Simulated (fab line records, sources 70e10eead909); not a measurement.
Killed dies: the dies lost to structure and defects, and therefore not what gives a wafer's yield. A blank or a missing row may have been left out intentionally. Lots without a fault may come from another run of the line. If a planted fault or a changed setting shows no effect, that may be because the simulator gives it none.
The tool behind it: which one? + flow nand_harc + Sampling: 11 lots, 33 wafers, 3 of 1159 route steps

WHAT THE GAUGES SHOWED, per wafer
NHARC_A_M1_CD_MEAS_09: the cd target is 120 nm.
| lot  | measured     | on        | cd_nm (nm)        |
|------|--------------|-----------|-------------------|
| L984 | day 18 08:37 | cd_sem-01 | 119.5 119.5 119.0 |
| L989 | day 18 20:08 | cd_sem-03 | 119.0 119.7 119.9 |
| L990 | day 19 03:35 | cd_sem-01 | 119.2 119.2 120.2 |
| L993 | day 20 04:27 | cd_sem-02 | 121.0 120.5 119.9 |
| L992 | day 20 10:16 | cd_sem-03 | 119.8 119.8 119.3 |
| L996 | day 20 21:44 | cd_sem-02 | 120.3 119.9 121.2 |
| L100 | day 21 23:54 | cd_sem-03 | 114.0 114.4 114.6 |
| L102 | day 22 01:53 | cd_sem-03 | 121.1 120.2 119.8 |
| L101 | day 22 02:32 | cd_sem-02 | 119.8 120.8 119.7 |
| L105 | day 23 00:20 | cd_sem-01 | 116.6 116.2 116.9 |
| L104 | day 23 07:28 | cd_sem-01 | 116.4 116.4 116.2 |

WHAT TOOL EACH LOT RAN ON (gives the tool, then ch and the chambers of the sampled wafers, and finally the start)
| lot  | NHARC_A_M0_DEGAS_28          | NHARC_A_M1_EXPOSE_06               |
|------|------------------------------|------------------------------------|
| L984 | pvd_sputter-01, day 18 05:41 | arfi_scanner-03 ch 0, day 18 08:29 |
| L989 | pvd_sputter-01, day 18 16:56 | arfi_scanner-03 ch 0, day 18 20:00 |
| L990 | pvd_sputter-03, day 19 00:35 | arfi_scanner-03 ch 0, day 19 03:28 |
| L993 | pvd_sputter-03, day 20 01:30 | arfi_scanner-01 ch 0, day 20 04:19 |
| L992 | pvd_sputter-01, day 20 07:16 | arfi_scanner-02 ch 0, day 20 10:07 |
| L996 | pvd_sputter-01, day 20 17:47 | arfi_scanner-02 ch 0, day 20 21:35 |
| L100 | pvd_sputter-03, day 21 21:02 | arfi_scanner-02 ch 0, day 21 23:46 |
| L102 | pvd_sputter-01, day 21 22:56 | arfi_scanner-03 ch 0, day 22 01:45 |
| L101 | pvd_sputter-03, day 21 23:02 | arfi_scanner-03 ch 0, day 22 02:24 |
| L105 | pvd_sputter-02, day 22 21:20 | arfi_scanner-02 ch 0, day 23 00:11 |
| L104 | pvd_sputter-02, day 23 04:31 | arfi_scanner-02 ch 0, day 23 07:19 |
- NHARC_A_M0_DEGAS_28: time 60 s.
- NHARC_A_M1_EXPOSE_06: exposes mask A M1, target cd 120 nm.

THE ANSWER, worked out from the rows above alone
Rule: what is usual is taken from the lots themselves. The widest of any qualifying gaps counts: lots, ordered by their means at a reading, are off when they make up no more than a third of the lots, leave a main group of 4 or more, and stand apart from it by 3 or more times the standard deviation of that group's means. If all means in a main group match to the digits the tables above print for the reading, that group is not used. Also off: a lot with no number at a reading for which 4 or more lots have one. The other lots that the step has rows for count as sound.
Off: L100, L105, L104 (NHARC_A_M1_CD_MEAS_09, cd_nm). The main group: mean 119.9 nm, standard deviation 0.44.
If a tool, at a process step before that reading, ran all the lots that are off and no sound lot after the first of them, it fits. Gauges at NHARC_A_M1_CD_MEAS_09: tried the same way as those tools. One candidate fits, namely arfi_scanner-02 at NHARC_A_M1_EXPOSE_06. Its last sound lot is L996 (day 20 21:35), its first lot that is off L100 (day 21 23:46): a fault that began between those two fits.

WHAT THE SIMULATOR HAD INSERTED
Process parameter drift: arfi_scanner-02, from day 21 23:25 on, at NHARC_A_M1_EXPOSE_06. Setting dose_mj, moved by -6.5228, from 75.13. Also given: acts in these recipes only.
Lots struck among those shown: L100, L105, L104. The same result came from the rule above.
